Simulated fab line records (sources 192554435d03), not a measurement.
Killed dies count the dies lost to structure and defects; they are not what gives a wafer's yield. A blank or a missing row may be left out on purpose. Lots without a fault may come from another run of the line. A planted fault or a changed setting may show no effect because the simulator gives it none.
A struck lot beside a sound one | flow n5 finfet | 16 steps out of a route of 1938
Sound: these wafers, L274.1, L274.2, L274.5. Struck: wafer L285.3 (left out: L285.1, a lot-mate that was not struck); the cause follows at the end.
Per side, at each step with rows, come the tool, then ch with its chambers, and then its first start. Under that, the readings that differ: sound wafers | struck wafers | difference of the means | sigmas: that difference in standard deviations of wafers without a fault.
alike: same words and numbers on both sides, and readings whose means sit less than 2 such deviations apart. not compared: any withheld reading, any reading some wafer has no value for, any bound like >300 that may hide the same value, and any number with overlapping values for which the record gives no deviation.
A row with sigmas, a row that says differs or no value, or rows on one side alone: a step with any of these is where the two part. Numbers that have no deviation but don't overlap get no sigmas and don't part them. Lack of a reading on every wafer of one side parts them only where that side has two or more wafers.

N5_BEOL_M11_HM_DEP_02: deposits TiN, target thk 20 nm.
  sound on pvd sputter-03 at day 12 05:52; struck on pvd sputter-03 at day 15 04:46
  alike: substrate temp c, throttle valve pct
then, 8 steps without rows for these wafers: N5_BEOL_M11_COAT_59 (time 60 s, resist thk 100 nm); N5_BEOL_M11_COAT_60 (time 60 s, resist thk 30 nm); N5_BEOL_M11_COAT_05 (resist thk 90 nm); N5_BEOL_M11_EBR_07; N5_BEOL_M11_SOFTBAKE_06 (time 60 s); N5_BEOL_M11_EXPOSE_08 (exposes mask M11); N5_BEOL_M11_PEB_09 (peb time 60 s); N5_BEOL_M11_DEVELOP_10 (develop time 30 s).
N5_BEOL_M11_CD_MEAS_11 targets a cd of 64.1 nm.
  sound on cd sem-01 ch 0, day 12 06:22; struck on cd sem-02 ch 0, day 15 05:08
  reading    | sound          | struck | difference | sigmas
  cd nm (nm) | 64.6 64.2 65.6 | 63.6   | -1.2       | -2
N5_BEOL_M11_OVL_MEAS_12:
  sound on overlay-02 ch 0, day 12 06:24; struck on overlay-02 ch 0, day 15 05:10
  alike: M11_OVL
N5_BEOL_M11_INSPECT_13: inspects for defects (brightfield).
  sound on defect inspect-01 at day 12 06:25; struck on defect inspect-02 at day 15 05:12
  reading          | sound       | struck | difference | sigmas
  raw defect count | 507 579 554 | 335    | -212       | -2
N5_BEOL_M11_DESCUM_16: chemistry O2, time 7.9 s.
  sound on rie diel-06 ch 1,2,3, day 12 06:28; struck on rie diel-02 ch 0, day 15 05:25
  reading                | sound             | struck | difference | sigmas
  oes product au (a.u.)  | 0.76 0.70 0.69    | 0.94   | +0.22      | +3
  throttle valve pct (%) | 20.48 20.66 20.76 | 20.04  | -0.59      | -3
  alike: bias power w, drypump motor current A, rf vpp V, showerhead plenum p Torr
  not compared: rf fwd power W, rf hours counter h, model.CAR-ArF_of_BEOL_M11_COAT_05.thk nm
N5_BEOL_M11_ETCH_61: etches SiARC in CF4, target depth 39 nm, time 65 s.
  sound on rie diel-06 ch 1,2,3, day 12 06:31; struck on rie diel-02 ch 0, day 15 05:27
  reading                | sound             | struck | difference | sigmas
  oes product au (a.u.)  | 0.66 0.60 0.59    | 0.79   | +0.17      | +2
  throttle valve pct (%) | 15.70 15.74 15.74 | 15.19  | -0.54      | -3
  alike: drypump motor current A, etch rf on time s, rf fwd power W, rf vpp V, showerhead plenum p Torr
  not compared: rf hours counter h, model.CAR-ArF_of_BEOL_M11_COAT_05.thk nm
N5_BEOL_M11_ETCH_62: etches SOC in N2/H2, target depth 110 nm, overetch 22 nm, time 165 s.
  sound on rie diel-06 ch 1,2,3, day 12 06:34; struck on rie diel-02 ch 0, day 15 05:30
  reading                | sound             | struck | difference | sigmas
  oes product au (a.u.)  | 0.65 0.60 0.59    | 0.79   | +0.18      | +3
  throttle valve pct (%) | 18.01 17.87 17.74 | 17.24  | -0.63      | -3
  alike: drypump motor current A, rf fwd power W, rf vpp V, showerhead plenum p Torr
  not compared: rf hours counter h
-- record jumps: 2 days separate the struck wafers' starts on either side; left off in module BEOL_M11, taken up again in module PASSIVATION, whose first shown step is the route's number 1936 --
N5_PASSIVATION_PROBE_49:
  only the struck wafers here have rows in the record (prober-02, day 17 08:28); the sound ones have none

WHERE THEY PART
Last at N5_PASSIVATION_PROBE_49 as far as this record goes, first at N5_BEOL_M11_CD_MEAS_11.

WHY: what the simulator had put in
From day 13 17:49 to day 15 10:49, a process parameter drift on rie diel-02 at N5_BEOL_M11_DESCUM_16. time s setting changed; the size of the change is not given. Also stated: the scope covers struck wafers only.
